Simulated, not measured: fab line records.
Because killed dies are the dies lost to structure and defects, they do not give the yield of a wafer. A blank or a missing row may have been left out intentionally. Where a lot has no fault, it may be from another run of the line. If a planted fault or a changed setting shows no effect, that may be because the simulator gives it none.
Shared-tool check	flow nand harc	1 lot, 3 wafers sampled

== WHY THIS WAS OPENED ==
At NHARC_END_SORT_01 the reading killed at periphery is flagged on 1 of 1 lot. Fault-free wafers read 3.8, with a standard deviation of 2.7.
Rule: a lot gets a flag if all its wafers with a number sit over 4 standard deviations from that mean, or if no wafer of it has a number. The rest of the lots are taken to be sound.

lot	measured	on	killed at periphery, wafer by wafer	flag
L112	day 23 16:43	prober-01	643 651 631	FLAGGED
The numbers of the flagged lots are 641.7 on average: +637.9 against the usual, or +99 or more standard deviations.

== TOOL THAT RAN EACH LOT ==
The record holds 4 process steps before the reading, out of a route of 1159 steps. Each cell gives the tool, then ch followed by the chambers the sampled wafers passed through, then the start.
lot	flag	NHARC_P_ZERO_WELL_ETCH_62	NHARC_P_ZERO_WELL_EXPOSE_49	NHARC_P_ZERO_WELL_DESCUM_54	NHARC_P_GATE_DESCUM_61
L112	FLAGGED	rie diel-09 ch 0,1,2, day 5 23:35 or earlier	krf scanner-03 ch 0, day 5 23:35	rie diel-03 ch 0,2,3, day 5 23:55	no row
What is done by these steps:
- NHARC_P_ZERO_WELL_ETCH_62: etches the open film in CHF3/Ar, target depth 13 nm, time 6.5 s.
- NHARC_P_ZERO_WELL_EXPOSE_49: exposes mask P HVPW, target cd 2000 nm.
- NHARC_P_ZERO_WELL_DESCUM_54: chemistry O2, time 3 s.
- NHARC_P_GATE_DESCUM_61: chemistry O2, time 3 s.
- NHARC_END_SORT_01

== FLAGGED OVER TOTAL, TOOL BY TOOL (the gauges that took the reading come last) ==
step	tool	lots run	flagged	share of the flagged lots	sound lots run after its first flagged lot
NHARC_P_ZERO_WELL_ETCH_62	rie diel-09	1	1	all	0
NHARC_P_ZERO_WELL_EXPOSE_49	krf scanner-03	1	1	all	0
NHARC_P_ZERO_WELL_DESCUM_54	rie diel-03	1	1	all	0
NHARC_END_SORT_01	prober-01	1	1	all	0
With no start given for some of its lots, NHARC_P_ZERO_WELL_ETCH_62 uses the hours and lot order of NHARC_P_ZERO_WELL_EXPOSE_49.

== WHAT THE TABLE ALLOWS ==
4 rows of the table ran every flagged lot: rie diel-09 at NHARC_P_ZERO_WELL_ETCH_62, krf scanner-03 at NHARC_P_ZERO_WELL_EXPOSE_49, rie diel-03 at NHARC_P_ZERO_WELL_DESCUM_54, prober-01 at NHARC_END_SORT_01.
- rie diel-09 at NHARC_P_ZERO_WELL_ETCH_62: 1 of its 1 lot flagged. No sound lot ran on it before its first flagged lot in this sample; the start therefore can't be narrowed down.
- krf scanner-03 at NHARC_P_ZERO_WELL_EXPOSE_49: 1 of its 1 lot flagged. No sound lot ran on it before its first flagged lot in this sample; the start therefore can't be narrowed down.
- rie diel-03 at NHARC_P_ZERO_WELL_DESCUM_54: 1 of its 1 lot flagged. No sound lot ran on it before its first flagged lot in this sample; the start therefore can't be narrowed down.
- prober-01 at NHARC_END_SORT_01: 1 of its 1 lot flagged. No sound lot ran on it before its first flagged lot in this sample; the start therefore can't be narrowed down.
A lot count leaves these 4 tools indistinguishable: every one of them fits a fault beginning at some hour. More lots, or a look at what each step does to the wafer, might.

== WHAT THE SIMULATOR PUT IN ==
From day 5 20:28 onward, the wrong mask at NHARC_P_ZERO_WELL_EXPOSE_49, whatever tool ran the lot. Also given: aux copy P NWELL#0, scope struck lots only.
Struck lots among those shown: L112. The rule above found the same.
